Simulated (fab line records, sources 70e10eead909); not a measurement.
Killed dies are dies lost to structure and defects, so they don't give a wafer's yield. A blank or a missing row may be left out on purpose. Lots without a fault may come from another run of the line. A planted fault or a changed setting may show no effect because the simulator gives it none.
Chamber matching | flow nand_harc | NHARC_A_STAIRCASE_ETCH_169 on rie_diel-08: 4 sister chambers
The step etches the open film in CH3F/O2, target depth 50 nm, time 107.1 s. 4 wafers are shown with their chamber, then 7 later ones without.

WAFERS WITH THEIR CHAMBER
wafer  | chamber | showerhead_plenum_p_Torr (Torr)
L080.1 | 1       | 2.39
L080.6 | 3       | 2.53
L083.1 | 2       | 2.53
L083.2 | 0       | 2.32

WAFERS WITHOUT THEIR CHAMBER
wafer  | showerhead_plenum_p_Torr (Torr)
L083.5 | 2.39
L092.1 | 2.52
L092.2 | 2.32
L092.6 | 2.52
L091.1 | 2.52
L091.2 | 2.52
L091.3 | 2.32

WHICH CHAMBER EACH WENT THROUGH
wafer  | from the rows above     | in truth
L083.5 | 1                       | 1
L092.1 | can't be placed: 2 or 3 | 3
L092.2 | 0                       | 0
L092.6 | can't be placed: 2 or 3 | 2
L091.1 | can't be placed: 2 or 3 | 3
L091.2 | can't be placed: 2 or 3 | 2
L091.3 | 0                       | 0
Placed correctly: 3 of 7. Can't be placed from these rows: 4 (the true chamber is among the candidates in 4). Placed wrongly: 0.
How it was worked out, from the rows above alone: a wafer's distance from a chamber is the root of the sum, over the readings, of the square of ((its reading less the chamber's mean) divided by the reading's scatter). The wafer belongs to the nearest chamber; if the next one is less than 2 further off, it can't be placed. A chamber's mean is the mean of its shown wafers. The scatter: with one shown wafer a chamber, the root of the mean of the squares of how far each hidden wafer lies from its nearest shown one.
